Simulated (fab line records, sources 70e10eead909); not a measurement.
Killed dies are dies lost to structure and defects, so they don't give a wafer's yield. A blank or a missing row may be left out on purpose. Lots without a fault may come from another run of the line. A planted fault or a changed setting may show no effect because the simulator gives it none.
Which tool did it? | flow nand_harc | 14 lots, 42 wafers sampled, at 2 steps of a route of 1159

WHAT THE GAUGES READ, wafer by wafer
NHARC_A_CHANNEL_HOLE_D1_INSPECT_12. Usual: raw_defect_count 5.3, standard deviation 2.6.
lot  | measured     | on                | raw_defect_count | flag
L113 | day 8 03:40  | defect_inspect-01 | 7 7 9            |
L115 | day 8 21:00  | defect_inspect-01 | 7 5 5            |
L118 | day 9 12:46  | defect_inspect-02 | 5 7 6            |
L117 | day 9 12:59  | defect_inspect-01 | 1 2 7            |
L123 | day 11 04:24 | defect_inspect-01 | 2 2 6            |
L126 | day 11 19:58 | defect_inspect-02 | 6 7 8            |
L128 | day 12 08:22 | defect_inspect-01 | 2 3 2            |
L129 | day 12 08:10 | defect_inspect-01 | 5 5 1            |
L131 | day 12 13:12 | defect_inspect-02 | 7 3 6            |
L132 | day 12 21:37 | defect_inspect-02 | 4 10 4           |
L133 | day 13 06:13 | defect_inspect-01 | 10 6 6           |
L135 | day 13 16:48 | defect_inspect-01 | 2 4 5            |
L134 | day 13 17:34 | defect_inspect-01 | 4 8 3            |
L136 | day 14 01:07 | defect_inspect-01 | 9 6 7            |

WHICH TOOL RAN EACH LOT (tool, then ch and the chambers of the sampled wafers, then the start)
lot  | NHARC_A_CHANNEL_HOLE_D1_DEP_00
L113 | acl_dep-03 ch 0, day 8 00:51
L115 | acl_dep-01 ch 0, day 8 18:52
L118 | acl_dep-02 ch 0, day 9 08:27 and acl_dep-03 ch 0, day 9 11:03
L117 | acl_dep-03 ch 0, day 9 08:31
L123 | acl_dep-01 ch 0, day 11 02:18
L126 | acl_dep-02 ch 0, day 11 16:50
L128 | acl_dep-03 ch 0, day 12 05:35
L129 | acl_dep-02 ch 0, day 12 06:10
L131 | acl_dep-02 ch 0, day 12 10:46
L132 | acl_dep-03 ch 0, day 12 19:36
L133 | acl_dep-02 ch 0, day 13 03:26
L135 | acl_dep-02 ch 0, day 13 13:58
L134 | acl_dep-03 ch 0, day 13 14:38
L136 | acl_dep-02 ch 0, day 13 22:40
- NHARC_A_CHANNEL_HOLE_D1_DEP_00: deposits aC, target thk 3100 nm.

WHAT THE TOOLS THEMSELVES READ (means of the sampled wafers that have a number; where no wafer has one, the mark that the record gives instead)
NHARC_A_CHANNEL_HOLE_D1_DEP_00. Usual: throttle_valve_pct 35.000 %, standard deviation 0.0091.
lot  | tool                  | throttle_valve_pct (%) | flag
L113 | acl_dep-03            | 35.001                 |
L115 | acl_dep-01            | 34.996                 |
L118 | acl_dep-02/acl_dep-03 | 35.000                 |
L117 | acl_dep-03            | 35.001                 |
L123 | acl_dep-01            | 35.008                 |
L126 | acl_dep-02            | 35.006                 |
L128 | acl_dep-03            | 34.992                 |
L129 | acl_dep-02            | 35.000                 |
L131 | acl_dep-02            | 34.997                 |
L132 | acl_dep-03            | 34.993                 |
L133 | acl_dep-02            | 35.007                 |
L135 | acl_dep-02            | 35.000                 |
L134 | acl_dep-03            | 35.003                 |
L136 | acl_dep-02            | 34.998                 |

THE ANSWER, worked out from the rows above alone
Rule: a lot is off if the mean of its wafers that have a number lies more than 3 standard deviations from the usual mean. A lot without any number at a reading at which 4 lots or more have one is off too. The other lots that the step has rows for count as sound. The gauges are gone through in route order, then the tools' own readings, and for those a lot's mean is taken as printed above. The first step at which some lot is off is used, and at that step the reading that is off furthest; a lot without a number counts as furthest.
No lot is off at any reading shown: from this, nothing can be told.

WHAT THE SIMULATOR HAD PUT IN
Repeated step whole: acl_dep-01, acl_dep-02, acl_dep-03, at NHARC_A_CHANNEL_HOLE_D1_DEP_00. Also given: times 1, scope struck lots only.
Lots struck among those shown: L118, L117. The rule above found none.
